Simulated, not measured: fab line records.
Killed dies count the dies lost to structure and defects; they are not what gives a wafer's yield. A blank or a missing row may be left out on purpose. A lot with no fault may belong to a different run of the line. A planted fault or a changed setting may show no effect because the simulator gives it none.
fab line records + flow n5Finfet
[record]
- lots = 7
- wafers = 21
route steps=1938 shown BEOL_M6@1199 BEOL_M7@1280 BEOL_M8@1350 BEOL_M9@1417
startH: hours from the record's opening day to when the first of the lot's shown wafers began + waitH: hours since the lot's step before + " as in the row above + L1.1+2: one row covering several wafers at once + - no value, or no start given + * or withheld: withheld + < > ~ a bound
route shown NAME@n: NAME is a module with steps in the file, n the number in the route of the first one + usual: mean/standard deviation of fault-free wafers + same: alike in all rows + chamber/n: place in a boat + sites: the reading at each site + _std_site: standard deviation across them + _edge_site: inner sites' mean taken away from outer sites' mean + radiusMm: how far each site lies from the wafer's centre + mask NAME#n: copy n + behind: the last tool/chamber to shape the wafer + hold: reason for holding the lot/hours on hold/outcome of the hold + device: names the non-switching transistor (n, p or np) + end of line: tests run on the same wafers once the route is complete + for a step that has no rows: nothing shown but its recipe + killed: at the first sort, the dies lost to defects and structure; wafer yield is something else + map: per-die view of a wafer (x killed, . not killed, _ where there is no die)
set.NAME: the setting that was run; set.NAME@STEP: the one run at that earlier step + model.NAME: the simulator's own value behind a step, which no gauge read
lots run with intentionally changed settings; tables by step, rows by wafer
[[steps]]
[step N5_BEOL_M6_COAT_59]
[recipe]
- resist = SOC
- tempC = 250
- timeS = 60
- spinRpm = 1500
- resistThkNm = 100
| lot.wafer | tool          | chamber | startH | waitH | set.spinRpm | model.SOC_of_BEOL_M6_COAT_59.thkNm |
|-----------|---------------|---------|--------|-------|-------------|------------------------------------|
| L074.1+5  | lithoTrack-03 | 0       | 223.55 | 0.1   | 1500        | 99.8                               |
| L074.3    | "             | 0       | "      | "     | 1500        | 100                                |
| L076.1    | lithoTrack-02 | 0       | 239.39 | 0.1   | 1500        | 100.4                              |
| L076.4    | "             | 0       | "      | "     | 1573        | 97.6                               |
| L076.5    | "             | 0       | "      | "     | 1573        | 97.8                               |
| L077.1    | lithoTrack-02 | 0       | 252.06 | 0.1   | 1500        | 100.2                              |
| L077.4+5  | "             | 0       | "      | "     | 1500        | 100                                |
| L080.1+2  | lithoTrack-04 | 0       | 276.89 | 0.1   | 1500        | 100.2                              |
| L080.6    | "             | 0       | "      | "     | 1500        | 100.4                              |
| L082.1+6  | lithoTrack-04 | 0       | 290.88 | 0.1   | 1393        | 104.2                              |
| L082.4    | "             | 0       | "      | "     | 1500        | 100.4                              |
| L083.4    | lithoTrack-03 | 0       | 295.01 | 0.1   | 1500        | 99.8                               |
| L083.5    | "             | 0       | "      | "     | 1636        | 95.8                               |
| L083.6    | "             | 0       | "      | "     | 1500        | 100.2                              |
| L086.3    | lithoTrack-03 | 0       | 322.26 | 0.1   | 1500        | 99.4                               |
| L086.4+5  | "             | 0       | "      | "     | 1664        | 94.6                               |
[step N5_BEOL_M6_COAT_60]
[recipe]
- resist = SiARC
- tempC = 220
- timeS = 60
- spinRpm = 1500
- resistThkNm = 35
[step N5_BEOL_M6_COAT_05]
[recipe]
- resist = CAR-ArF
- spinRpm = 1500
- resistThkNm = 90
[step N5_BEOL_M6_DESCUM_16]
[recipe]
- chemistry = O2
- timeS = 7.9
- sourcePowerW = 50
- biasPowerW = 20
- pressureMtorr = 20
- rfFrequencyHz = 2.712e+07
- tempC = 40
- resist = CAR-ArF
- o2FlowSccm = 225
[step N5_BEOL_M6_ETCH_61]
[recipe]
- chemistry = CF4
- target = SiARC
- targetDepthA = 455
- maskMaterial = CAR-ArF
- timeS = 75.8
- ionEnergyEv = 80
- pressureMtorr = 40
- sourceW = 545
- biasW = 36
- Ar_flow_sccm = 100
- cf4FlowSccm = 100
- ends = cleared
[step N5_BEOL_M6_ETCH_62]
[recipe]
- chemistry = N2/H2
- target = SOC
- targetDepthA = 1100
- overetchA = 220
- maskMaterial = SiARC
- tempC = 40
- timeS = 165
- ionEnergyEv = 200
- pressureMtorr = 30
- sourceW = 840
- biasW = 150
- n2FlowSccm = 200
- h2FlowSccm = 200
| lot.wafer | tool       | chamber | startH | waitH | set.spinRpm@BEOL_M6_COAT_59 | model.etch.depthNm |
|-----------|------------|---------|--------|-------|-----------------------------|--------------------|
| L074.1    | rieDiel-01 | 0       | 224.14 | 0.0   | 1500                        | 99.88              |
| L074.3    | "          | 3       | "      | "     | 1500                        | 100                |
| L074.5    | "          | 1       | "      | "     | 1500                        | 99.76              |
| L076.1    | rieDiel-03 | 2       | 239.99 | 0.0   | 1500                        | 100.4              |
| L076.4    | "          | 2       | "      | "     | 1573                        | 97.64              |
| L076.5    | "          | 3       | "      | "     | 1573                        | 97.87              |
| L077.1    | rieDiel-04 | 2       | 252.61 | 0.0   | 1500                        | 100.2              |
| L077.4    | "          | 1       | "      | "     | 1500                        | 100.1              |
| L077.5    | "          | 3       | "      | "     | 1500                        | 100                |
| L080.1    | rieDiel-01 | 1       | 277.76 | 0.0   | 1500                        | 100.2              |
| L080.2    | "          | 3       | "      | "     | 1500                        | 100.1              |
| L080.6    | "          | 0       | "      | "     | 1500                        | 100.4              |
| L082.1    | rieDiel-01 | 1       | 291.39 | 0.0   | 1393                        | 104.1              |
| L082.4    | "          | 2       | "      | "     | 1500                        | 100.3              |
| L082.6    | "          | 3       | "      | "     | 1393                        | 104.2              |
| L083.4    | rieDiel-03 | 0       | 295.56 | 0.0   | 1500                        | 99.88              |
| L083.5    | "          | 0       | "      | "     | 1636                        | 95.75              |
| L083.6    | "          | 1       | "      | "     | 1500                        | 100.2              |
| L086.3    | rieDiel-04 | 2       | 322.84 | 0.0   | 1500                        | 99.31              |
| L086.4    | "          | 3       | "      | "     | 1664                        | 94.51              |
| L086.5    | "          | 3       | "      | "     | 1664                        | 94.67              |
[step N5_BEOL_M6_STRIP_68]
[recipe]
- chemistry = N2/H2
- tempC = 40
- n2FlowSccm = 200
- h2FlowSccm = 200
- rfFrequencyHz = 6e+07
[step N5_BEOL_M6_STRIP_67]
[recipe]
- chemistry = CF4
- resist = SiARC
- powerW = 300
- biasPowerW = 75
- pressureMtorr = 50
- cf4FlowSccm = 150
- rfFrequencyHz = 6e+07
[step N5_BEOL_M6_HM_OPEN_17]
[recipe]
- chemistry = Cl2/BCl3
- targetDepthA = 200
- overetchA = 60
- target = TiN
- maskMaterial = SOC
- ionEnergyEv = 150
- pressureMtorr = 10
- icpW = 1000
- biasW = 126
- Cl2_flow_sccm = 53.25
- bcl3FlowSccm = 21.75
- Ar_flow_sccm = 25
| lot.wafer | tool        | chamber | startH | waitH | set.spinRpm@BEOL_M6_COAT_59 | model.SOC_of_BEOL_M6_COAT_59.thkNm |
|-----------|-------------|---------|--------|-------|-----------------------------|------------------------------------|
| L074.1    | rieMetal-01 | 0       | 224.46 | 0.2   | 1500                        | 92.4                               |
| L074.3    | "           | 0       | "      | "     | 1500                        | 92.6                               |
| L074.5    | "           | 0       | "      | "     | 1500                        | 92.2                               |
| L076.1    | rieMetal-01 | 1       | 240.17 | 0.0   | 1500                        | 92.2                               |
| L076.4    | "           | 1       | "      | "     | 1573                        | 89.6                               |
| L076.5    | "           | 1       | "      | "     | 1573                        | 89.8                               |
| L077.1    | rieMetal-03 | 0       | 252.80 | 0.0   | 1500                        | 92                                 |
| L077.4+5  | "           | 0,1     | "      | "     | 1500                        | 91.8                               |
| L080.1+2  | rieMetal-03 | 1,0     | 277.95 | 0.0   | 1500                        | 92                                 |
| L080.6    | "           | 0       | "      | "     | 1500                        | 92.2                               |
| L082.1+6  | rieMetal-03 | 1,0     | 291.58 | 0.0   | 1393                        | 96                                 |
| L082.4    | "           | 0       | "      | "     | 1500                        | 92.2                               |
| L083.4    | rieMetal-01 | 0       | 295.77 | 0.1   | 1500                        | 92.2                               |
| L083.5    | "           | 1       | "      | "     | 1636                        | 87.8                               |
| L083.6    | "           | 0       | "      | "     | 1500                        | 92.6                               |
| L086.3    | rieMetal-03 | 1       | 323.06 | 0.1   | 1500                        | 91.2                               |
| L086.4    | "           | 0       | "      | "     | 1664                        | 86.2                               |
| L086.5    | "           | 1       | "      | "     | 1664                        | 86.6                               |
[step N5_BEOL_M6_STRIP_19]
[recipe]
- chemistry = O2
- powerW = 400
- tempC = 40
- pressureMtorr = 30
- rfFrequencyHz = 6e+07
- biasPowerW = 0
- overashFraction = 0.2
- o2FlowSccm = 225
[step N5_BEOL_M6_STRIP_80]
[recipe]
- chemistry = N2/H2
- timeS = 10
- powerW = 450
- tempC = 40
- pressureMtorr = 20
- rfFrequencyHz = 6e+07
- biasPowerW = 7
- n2FlowSccm = 200
- h2FlowSccm = 200
[step N5_BEOL_M6_HM_STRIP_39]
[recipe]
- chemistry = peroxideTinStrip
- material = TiN
- targetDepthA = 250
- tempC = 50
- timeS = 158
| lot.wafer  | tool        | chamber | startH | waitH | set.timeS@BEOL_M6_PECVD_70 | model.SiO2_of_BEOL_M6_PECVD_70.thkNm |
|------------|-------------|---------|--------|-------|----------------------------|--------------------------------------|
| L074.1     | wetBench-01 | 2       | 226.93 | 0.0   | 25.53                      | 22                                   |
| L074.3     | "           | 4       | "      | "     | 25.53                      | 22.4                                 |
| L074.5     | "           | 3       | "      | "     | 22.7                       | 19.8                                 |
| L076.1     | wetBench-02 | 6       | 242.00 | 0.0   | 22.7                       | 19.2                                 |
| L076.4     | "           | 7       | "      | "     | 20.96                      | 17.8                                 |
| L076.5     | "           | 4       | "      | "     | 22.7                       | 19.4                                 |
| L077.1+4   | wetBench-01 | 6,1     | 256.08 | 0.0   | 22.7                       | 19.6                                 |
| L077.5     | "           | 7       | "      | "     | 21.44                      | 18.6                                 |
| L080.1     | wetBench-04 | 1       | 280.89 | 0.0   | 22.7                       | 19.8                                 |
| L080.2     | "           | 3       | "      | "     | 22.7                       | 19.6                                 |
| L080.6     | "           | 5       | "      | "     | 22.7                       | 20                                   |
| L082.1+4+6 | wetBench-04 | 0,6,1   | 295.05 | 0.0   | 22.7                       | 19.4                                 |
| L083.4     | wetBench-01 | 7       | 296.86 | 0.0   | 25.05                      | 21.2                                 |
| L083.5     | "           | 1       | "      | "     | 22.7                       | 19.6                                 |
| L083.6     | "           | 6       | "      | "     | 22.7                       | 19.8                                 |
| L086.3     | wetBench-01 | 2       | 324.55 | 0.0   | 24.31                      | 20.8                                 |
| L086.4     | "           | 5       | "      | "     | 22.7                       | 19.8                                 |
| L086.5     | "           | 1       | "      | "     | 22.7                       | 19.4                                 |
[step N5_BEOL_M7_ETCH_61]
[recipe]
- chemistry = CF4
- target = SiARC
- targetDepthA = 455
- maskMaterial = CAR-ArF
- timeS = 75.8
- ionEnergyEv = 80
- pressureMtorr = 40
- sourceW = 545
- biasW = 36
- Ar_flow_sccm = 100
- cf4FlowSccm = 100
- ends = cleared
[usual]
- rfVppV = 184.0/1.2
| lot.wafer | tool       | chamber | startH | waitH | set.sourceW | rfVppV |
|-----------|------------|---------|--------|-------|-------------|--------|
| L074.1    | rieDiel-05 | 0       | 234.03 | 0.0   | 545         | 185.0  |
| L074.3    | "          | 1       | "      | "     | 641.9       | 174.2  |
| L074.5    | "          | 2       | "      | "     | 545         | 185.3  |
| L076.1    | rieDiel-02 | 3       | 248.63 | 0.0   | 488.1       | 192.2  |
| L076.4    | "          | 2       | "      | "     | 488.1       | 190.0  |
| L076.5    | "          | 3       | "      | "     | 545         | 184.5  |
| L077.1    | rieDiel-02 | 2       | 262.14 | 0.0   | 500.2       | 188.6  |
| L077.4    | "          | 0       | "      | "     | 500.2       | 189.6  |
| L077.5    | "          | 0       | "      | "     | 545         | 184.3  |
| L080.1    | rieDiel-05 | 2       | 287.78 | 0.0   | 545         | 183.7  |
| L080.2    | "          | 0       | "      | "     | 545         | 182.8  |
| L080.6    | "          | 0       | "      | "     | 545         | 183.4  |
| L082.1    | rieDiel-02 | 1       | 300.88 | 0.0   | 545         | 185.8  |
| L082.4    | "          | 0       | "      | "     | 545         | 183.8  |
| L082.6    | "          | 1       | "      | "     | 545         | 184.7  |
| L083.4    | rieDiel-05 | 3       | 304.20 | 0.0   | 545         | 183.0  |
| L083.5    | "          | 0       | "      | "     | 545         | 184.6  |
| L083.6    | "          | 1       | "      | "     | 545         | 185.4  |
| L086.3    | rieDiel-06 | 0       | 331.47 | 0.0   | 571.3       | 180.0  |
| L086.4    | "          | 1       | "      | "     | 571.3       | 180.1  |
| L086.5    | "          | 0       | "      | "     | 545         | 181.3  |
[step N5_BEOL_M7_COAT_22]
[recipe]
- resist = CAR-EUV
- spinRpm = 1500
- resistThkNm = 30
| lot.wafer | tool          | chamber | startH | waitH | set.spinRpm | model.CAR-EUV_of_BEOL_M7_COAT_22.thkNm |
|-----------|---------------|---------|--------|-------|-------------|----------------------------------------|
| L074.1+3  | lithoTrack-02 | 0       | -      | -     | 1620        | 28.8                                   |
| L074.5    | "             | 0       | "      | "     | 1500        | 29.8                                   |
| L076.1    | lithoTrack-01 | 0       | -      | -     | 1500        | 30                                     |
| L076.4+5  | "             | 0       | "      | "     | 1610        | 29                                     |
| L077.1    | lithoTrack-05 | 0       | -      | -     | 1500        | 30                                     |
| L077.4+5  | "             | 0       | "      | "     | 1549        | 29.4                                   |
| L080.1+6  | lithoTrack-02 | 0       | -      | -     | 1500        | 29.8                                   |
| L080.2    | "             | 0       | "      | "     | 1500        | 30                                     |
| L082.1+6  | lithoTrack-01 | 0       | -      | -     | 1500        | 30                                     |
| L082.4    | "             | 0       | "      | "     | 1500        | 30.2                                   |
| L083.4+6  | lithoTrack-01 | 0       | -      | -     | 1370        | 31.4                                   |
| L083.5    | "             | 0       | "      | "     | 1500        | 30                                     |
| L086.3+5  | lithoTrack-05 | 0       | -      | -     | 1500        | 30.2                                   |
| L086.4    | "             | 0       | "      | "     | 1500        | 30                                     |
[step N5_BEOL_M7_EBR_24]
[recipe]
- solvent = PGMEA
- ebrWidthMm = 1.5
[step N5_BEOL_M7_SOFTBAKE_23]
[recipe]
- tempC = 110
- timeS = 60
- resist = CAR-EUV
[step N5_BEOL_M7_EXPOSE_25]
[recipe]
- maskId = V6
- na = 0.33
- sourceShape = annular
- sigmaInner = 0.4
- sigmaOuter = 0.8
- polarization = unpolarized
- targetCdNm = 40
- doseMj = 42.5
[step N5_BEOL_M7_PEB_26]
[recipe]
- pebTempC = 100
- pebTimeS = 60
- resist = CAR-EUV
[step N5_BEOL_M7_DEVELOP_27]
[recipe]
- developTimeS = 30
- developer = TMAH
- resist = CAR-EUV
- rinseLiquid = surfactantRinse
- dry = airSpin
- devTempC = 23
| lot.wafer  | tool          | chamber | startH | waitH | set.spinRpm@BEOL_M7_COAT_22 | model.CAR-EUV_of_BEOL_M7_COAT_22.thkNm |
|------------|---------------|---------|--------|-------|-----------------------------|----------------------------------------|
| L074.1     | lithoTrack-02 | 0       | -      | -     | 1620                        | 28.2                                   |
| L074.3     | "             | 0       | "      | "     | 1620                        | 28.4                                   |
| L074.5     | "             | 0       | "      | "     | 1500                        | 29.4                                   |
| L076.1     | lithoTrack-01 | 0       | -      | -     | 1500                        | 29.4                                   |
| L076.4+5   | "             | 0       | "      | "     | 1610                        | 28.4                                   |
| L077.1     | lithoTrack-01 | 0       | -      | -     | 1500                        | 29.4                                   |
| L077.4+5   | "             | 0       | "      | "     | 1549                        | 29                                     |
| L080.1+6   | lithoTrack-01 | 0       | -      | -     | 1500                        | 29.4                                   |
| L080.2     | "             | 0       | "      | "     | 1500                        | 29.6                                   |
| L082.1+6   | lithoTrack-02 | 0       | -      | -     | 1500                        | 29.6                                   |
| L082.4     | "             | 0       | "      | "     | 1500                        | 29.8                                   |
| L083.4+6   | lithoTrack-05 | 0       | -      | -     | 1370                        | 31                                     |
| L083.5     | "             | 0       | "      | "     | 1500                        | 29.4                                   |
| L086.3+4+5 | lithoTrack-01 | 0       | -      | -     | 1500                        | 29.6                                   |
[step N5_BEOL_M8_ETCH_62]
[recipe]
- chemistry = N2/H2
- target = SOC
- targetDepthA = 1100
- overetchA = 220
- maskMaterial = SiARC
- tempC = 40
- timeS = 165
- ionEnergyEv = 200
- pressureMtorr = 30
- sourceW = 840
- biasW = 150
- n2FlowSccm = 200
- h2FlowSccm = 200
| lot.wafer | tool       | chamber | startH | waitH | set.timeS | model.SiARC_of_BEOL_M8_COAT_60.thkNm |
|-----------|------------|---------|--------|-------|-----------|--------------------------------------|
| L074.1+5  | rieDiel-04 | 1       | 242.32 | 0.0   | 165       | 28.4                                 |
| L074.3    | "          | 2       | "      | "     | 165       | 28.2                                 |
| L076.1    | rieDiel-04 | 3       | 256.98 | 0.0   | 165       | 28.4                                 |
| L076.4    | "          | 0       | "      | "     | 165       | 28.6                                 |
| L076.5    | "          | 3       | "      | "     | 151       | 28.8                                 |
| L077.1    | rieDiel-04 | 0       | 269.49 | 0.0   | 186.1     | 27.6                                 |
| L077.4    | "          | 2       | "      | "     | 165       | 28.2                                 |
| L077.5    | "          | 2       | "      | "     | 186.1     | 27.4                                 |
| L080.1    | rieDiel-04 | 3       | 296.02 | 0.0   | 165       | 28.2                                 |
| L080.2+6  | "          | 2,1     | "      | "     | 165       | 28.4                                 |
| L082.1    | rieDiel-03 | 0       | 308.44 | 0.0   | 165       | 28.2                                 |
| L082.4    | "          | 2       | "      | "     | 165       | 28.4                                 |
| L082.6    | "          | 0       | "      | "     | 141.5     | 29.4                                 |
| L083.4    | rieDiel-01 | 0       | 312.68 | 0.0   | 165       | 28.8                                 |
| L083.5    | "          | 2       | "      | "     | 178.6     | 27.8                                 |
| L083.6    | "          | 3       | "      | "     | 165       | 28.2                                 |
| L086.3+5  | rieDiel-01 | 3       | 339.32 | 0.0   | 142.9     | 29                                   |
| L086.4    | "          | 1       | "      | "     | 165       | 28.2                                 |
[step N5_BEOL_M8_COAT_22]
[recipe]
- resist = CAR-EUV
- spinRpm = 1500
- resistThkNm = 30
| lot.wafer  | tool          | chamber | startH | waitH | set.spinRpm | model.CAR-EUV_of_BEOL_M8_COAT_22.thkNm |
|------------|---------------|---------|--------|-------|-------------|----------------------------------------|
| L074.1     | lithoTrack-03 | 0       | -      | -     | 1585        | 29.2                                   |
| L074.3+5   | "             | 0       | "      | "     | 1500        | 30                                     |
| L076.1+4   | lithoTrack-05 | 0       | -      | -     | 1500        | 29.8                                   |
| L076.5     | "             | 0       | "      | "     | 1500        | 30                                     |
| L077.1+4+5 | lithoTrack-04 | 0       | -      | -     | 1500        | 30                                     |
| L080.1     | lithoTrack-04 | 0       | -      | -     | 1500        | 30                                     |
| L080.2+6   | "             | 0       | "      | "     | 1500        | 30.2                                   |
| L082.1     | lithoTrack-05 | 0       | -      | -     | 1454        | 30.6                                   |
| L082.4+6   | "             | 0       | "      | "     | 1500        | 30                                     |
| L083.4     | lithoTrack-05 | 0       | -      | -     | 1500        | 30.2                                   |
| L083.5+6   | "             | 0       | "      | "     | 1349        | 31.6                                   |
| L086.3     | lithoTrack-04 | 0       | -      | -     | 1425        | 30.8                                   |
| L086.4+5   | "             | 0       | "      | "     | 1500        | 30                                     |
[step N5_BEOL_M8_EBR_24]
[recipe]
- solvent = PGMEA
- ebrWidthMm = 1.5
[step N5_BEOL_M8_SOFTBAKE_23]
[recipe]
- tempC = 110
- timeS = 60
- resist = CAR-EUV
[step N5_BEOL_M8_DESCUM_33]
[recipe]
- chemistry = O2
- timeS = 7
- sourcePowerW = 50
- biasPowerW = 20
- pressureMtorr = 20
- rfFrequencyHz = 2.712e+07
- tempC = 40
- resist = CAR-EUV
- o2FlowSccm = 225
| lot.wafer  | tool       | chamber | startH | waitH | set.spinRpm@BEOL_M8_COAT_22 | model.CAR-EUV_of_BEOL_M8_COAT_22.thkNm |
|------------|------------|---------|--------|-------|-----------------------------|----------------------------------------|
| L074.1     | rieDiel-04 | 0       | 243.59 | 0.0   | 1585                        | 25.2                                   |
| L074.3+5   | "          | 2,1     | "      | "     | 1500                        | 26.2                                   |
| L076.1+5   | rieDiel-03 | 3       | 259.18 | 0.0   | 1500                        | 26                                     |
| L076.4     | "          | 2       | "      | "     | 1500                        | 25.8                                   |
| L077.1+4+5 | rieDiel-04 | 3,1,2   | 271.26 | 0.0   | 1500                        | 26.2                                   |
| L080.1+2+6 | rieDiel-01 | 0,1,0   | 298.77 | 0.0   | 1500                        | 26.2                                   |
| L082.1     | rieDiel-01 | 0       | 310.86 | 0.0   | 1454                        | 26.6                                   |
| L082.4+6   | "          | 3       | "      | "     | 1500                        | 26                                     |
| L083.4     | rieDiel-03 | 1       | 315.13 | 0.3   | 1500                        | 26.2                                   |
| L083.5+6   | "          | 0,2     | "      | "     | 1349                        | 27.8                                   |
| L086.3     | rieDiel-04 | 0       | 340.22 | 0.0   | 1425                        | 26.8                                   |
| L086.4     | "          | 1       | "      | "     | 1500                        | 26.2                                   |
| L086.5     | "          | 3       | "      | "     | 1500                        | 26                                     |
[step N5_BEOL_M9_DESCUM_16]
[recipe]
- chemistry = O2
- timeS = 7.9
- sourcePowerW = 50
- biasPowerW = 20
- pressureMtorr = 20
- rfFrequencyHz = 2.712e+07
- tempC = 40
- resist = CAR-ArF
- o2FlowSccm = 225
| lot.wafer | tool       | chamber | startH | waitH | set.timeS | model.CAR-ArF_of_BEOL_M9_COAT_05.thkNm |
|-----------|------------|---------|--------|-------|-----------|----------------------------------------|
| L074.1    | rieDiel-05 | 0       | 250.75 | 0.2   | 7.209     | 84.4                                   |
| L074.3+5  | "          | 2,3     | "      | "     | 7.209     | 84.2                                   |
| L076.1    | rieDiel-05 | 2       | 265.26 | 0.0   | 6.892     | 83.4                                   |
| L076.4    | "          | 3       | "      | "     | 7.9       | 83.2                                   |
| L076.5    | "          | 2       | "      | "     | 6.892     | 83.8                                   |
| L077.1    | rieDiel-06 | 2       | 277.22 | 0.4   | 7.9       | 83.4                                   |
| L077.4+5  | "          | 2,0     | "      | "     | 9.264     | 82.4                                   |
| L080.1    | rieDiel-06 | 0       | 304.33 | 0.0   | 7.9       | 83                                     |
| L080.2+6  | "          | 2,1     | "      | "     | 7.9       | 83.2                                   |
| L082.1+4  | rieDiel-02 | 2       | 316.27 | 0.0   | 7.9       | 83.4                                   |
| L082.6    | "          | 0       | "      | "     | 7.9       | 83.6                                   |
| L083.4+6  | rieDiel-05 | 0,2     | 321.81 | 0.1   | 6.437     | 84                                     |
| L083.5    | "          | 1       | "      | "     | 6.437     | 84.2                                   |
| L086.3+4  | rieDiel-02 | 1,2     | 348.57 | 0.6   | 7.9       | 83.6                                   |
| L086.5    | "          | 1       | "      | "     | 9.481     | 83                                     |
[step N5_BEOL_M9_ETCH_62]
[recipe]
- chemistry = N2/H2
- target = SOC
- targetDepthA = 1100
- overetchA = 220
- maskMaterial = SiARC
- tempC = 40
- timeS = 165
- ionEnergyEv = 200
- pressureMtorr = 30
- sourceW = 840
- biasW = 150
- n2FlowSccm = 200
- h2FlowSccm = 200
[usual]
- rfVppV = 523.9/2.6
| lot.wafer | tool       | chamber | startH | waitH | set.sourceW | rfVppV | model.SiARC_of_BEOL_M9_COAT_60.thkNm |
|-----------|------------|---------|--------|-------|-------------|--------|--------------------------------------|
| L074.1    | rieDiel-05 | 0       | 250.83 | 0.0   | 840         | 521.3  | 23.4                                 |
| L074.3    | "          | 2       | "      | "     | 964         | 504.9  | 23                                   |
| L074.5    | "          | 3       | "      | "     | 964         | 499.2  | 23.2                                 |
| L076.1    | rieDiel-05 | 2       | 265.35 | 0.0   | 840         | 525.6  | 23.4                                 |
| L076.4    | "          | 3       | "      | "     | 840         | 524.1  | 23.4                                 |
| L076.5    | "          | 2       | "      | "     | 718         | 555.0  | 24                                   |
| L077.1    | rieDiel-06 | 2       | 277.31 | 0.0   | 840         | 523.8  | 23.6                                 |
| L077.4    | "          | 2       | "      | "     | 840         | 524.1  | 23.6                                 |
| L077.5    | "          | 0       | "      | "     | 840         | 518.7  | 23.4                                 |
| L080.1    | rieDiel-06 | 0       | 304.41 | 0.0   | 840         | 517.1  | 23.4                                 |
| L080.2    | "          | 2       | "      | "     | 840         | 524.7  | 23.6                                 |
| L080.6    | "          | 1       | "      | "     | 840         | 522.3  | 23.6                                 |
| L082.1    | rieDiel-02 | 2       | 316.36 | 0.0   | 840         | 520.2  | 23.2                                 |
| L082.4    | "          | 2       | "      | "     | 840         | 521.6  | 23.2                                 |
| L082.6    | "          | 0       | "      | "     | 840         | 525.4  | 23.2                                 |
| L083.4    | rieDiel-05 | 0       | 321.90 | 0.0   | 787.8       | 533.4  | 23.8                                 |
| L083.5    | "          | 1       | "      | "     | 840         | 524.6  | 23.8                                 |
| L083.6    | "          | 2       | "      | "     | 840         | 525.5  | 23.6                                 |
| L086.3    | rieDiel-02 | 1       | 348.65 | 0.0   | 927         | 510.4  | 22.8                                 |
| L086.4    | "          | 2       | "      | "     | 927         | 503.7  | 22.8                                 |
| L086.5    | "          | 1       | "      | "     | 840         | 528.4  | 23.2                                 |
[step N5_BEOL_M9_ETCH_66]
[recipe]
- chemistry = N2/H2
- target = SOC
- targetDepthA = 800
- overetchA = 160
- maskMaterial = SiARC
- tempC = 40
- timeS = 120
- ionEnergyEv = 200
- pressureMtorr = 30
- sourceW = 840
- biasW = 150
- n2FlowSccm = 200
- h2FlowSccm = 200
| lot.wafer  | tool       | chamber | startH | waitH | set.timeS | model.SiARC_of_BEOL_M9_COAT_64.thkNm |
|------------|------------|---------|--------|-------|-----------|--------------------------------------|
| L074.1+3+5 | rieDiel-06 | 0,1,1   | 255.43 | 0.0   | 120       | 6.2                                  |
| L076.1     | rieDiel-02 | 2       | 268.00 | 0.0   | 107.5     | 6.8                                  |
| L076.4+5   | "          | 3,1     | "      | "     | 120       | 6.2                                  |
| L077.1+5   | rieDiel-05 | 2,0     | 280.46 | 0.0   | 133.7     | 5.8                                  |
| L077.4     | "          | 3       | "      | "     | 120       | 6.4                                  |
| L080.1+2+6 | rieDiel-05 | 2,0,2   | 306.85 | 0.0   | 120       | 6.4                                  |
| L082.1     | rieDiel-06 | 2       | 319.58 | 0.0   | 120       | 6.4                                  |
| L082.4+6   | "          | 3,1     | "      | "     | 120       | 6.2                                  |
| L083.4     | rieDiel-05 | 1       | 322.99 | 0.0   | 135.5     | 5.8                                  |
| L083.5     | "          | 3       | "      | "     | 120       | 6.6                                  |
| L083.6     | "          | 2       | "      | "     | 120       | 6.4                                  |
| L086.3     | rieDiel-06 | 0       | 351.08 | 0.0   | 106.6     | 6.8                                  |
| L086.4     | "          | 3       | "      | "     | 120       | 6.2                                  |
| L086.5     | "          | 1       | "      | "     | 106.6     | 7                                    |
[[key]]
[split]
- step = N5_BEOL_M6_COAT_59
- setting = spinRpm
- stated = 1500
- by = wafer
[response]
- step = N5_BEOL_M6_COAT_59
- reading = model.SOC_of_BEOL_M6_COAT_59.thkNm
- change = -0.473
- per = 1%
- r = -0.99
[response]
- step = N5_BEOL_M6_ETCH_62
- reading = model.etch.depthNm
- change = -0.473
- per = 1%
- r = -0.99
[response]
- step = N5_BEOL_M6_HM_OPEN_17
- reading = model.SOC_of_BEOL_M6_COAT_59.thkNm
- change = -0.483
- per = 1%
- r = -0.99
[split]
- step = N5_BEOL_M7_ETCH_61
- setting = sourceW
- stated = 545
- by = wafer
[response]
- step = N5_BEOL_M7_ETCH_61
- reading = rfVppV
- change = -0.601
- per = 1%
- r = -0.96
[split]
- step = N5_BEOL_M7_COAT_22
- setting = spinRpm
- stated = 1500
- by = wafer
[response]
- step = N5_BEOL_M7_COAT_22
- reading = model.CAR-EUV_of_BEOL_M7_COAT_22.thkNm
- change = -0.145
- per = 1%
- r = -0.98
[response]
- step = N5_BEOL_M7_DEVELOP_27
- reading = model.CAR-EUV_of_BEOL_M7_COAT_22.thkNm
- change = -0.154
- per = 1%
- r = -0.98
[split]
- step = N5_BEOL_M8_ETCH_62
- setting = timeS
- stated = 165
- by = wafer
[response]
- step = N5_BEOL_M8_ETCH_62
- reading = model.SiARC_of_BEOL_M8_COAT_60.thkNm
- change = -0.0637
- per = 1%
- r = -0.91
[split]
- step = N5_BEOL_M8_COAT_22
- setting = spinRpm
- stated = 1500
- by = wafer
[response]
- step = N5_BEOL_M8_COAT_22
- reading = model.CAR-EUV_of_BEOL_M8_COAT_22.thkNm
- change = -0.146
- per = 1%
- r = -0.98
[response]
- step = N5_BEOL_M8_DESCUM_33
- reading = model.CAR-EUV_of_BEOL_M8_COAT_22.thkNm
- change = -0.162
- per = 1%
- r = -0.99
[split]
- step = N5_BEOL_M9_DESCUM_16
- setting = timeS
- stated = 7.9
- by = wafer
[response]
- step = N5_BEOL_M9_DESCUM_16
- reading = model.CAR-ArF_of_BEOL_M9_COAT_05.thkNm
- change = -0.0399
- per = 1%
- r = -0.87
[split]
- step = N5_BEOL_M9_ETCH_62
- setting = sourceW
- stated = 840
- by = wafer
[response]
- step = N5_BEOL_M9_ETCH_62
- reading = rfVppV
- change = -1.73
- per = 1%
- r = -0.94
[response]
- step = N5_BEOL_M9_ETCH_62
- reading = model.SiARC_of_BEOL_M9_COAT_60.thkNm
- change = -0.0312
- per = 1%
- r = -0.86
[split]
- step = N5_BEOL_M9_ETCH_66
- setting = timeS
- stated = 120
- by = wafer
[response]
- step = N5_BEOL_M9_ETCH_66
- reading = model.SiARC_of_BEOL_M9_COAT_64.thkNm
- change = -0.0565
- per = 1%
- r = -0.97
split outsideThisFile step=N5_BEOL_M6_PECVD_70 setting=timeS
// split outsideThisFile: this setting was split too, and the file shows its column; the key of that split is in another file
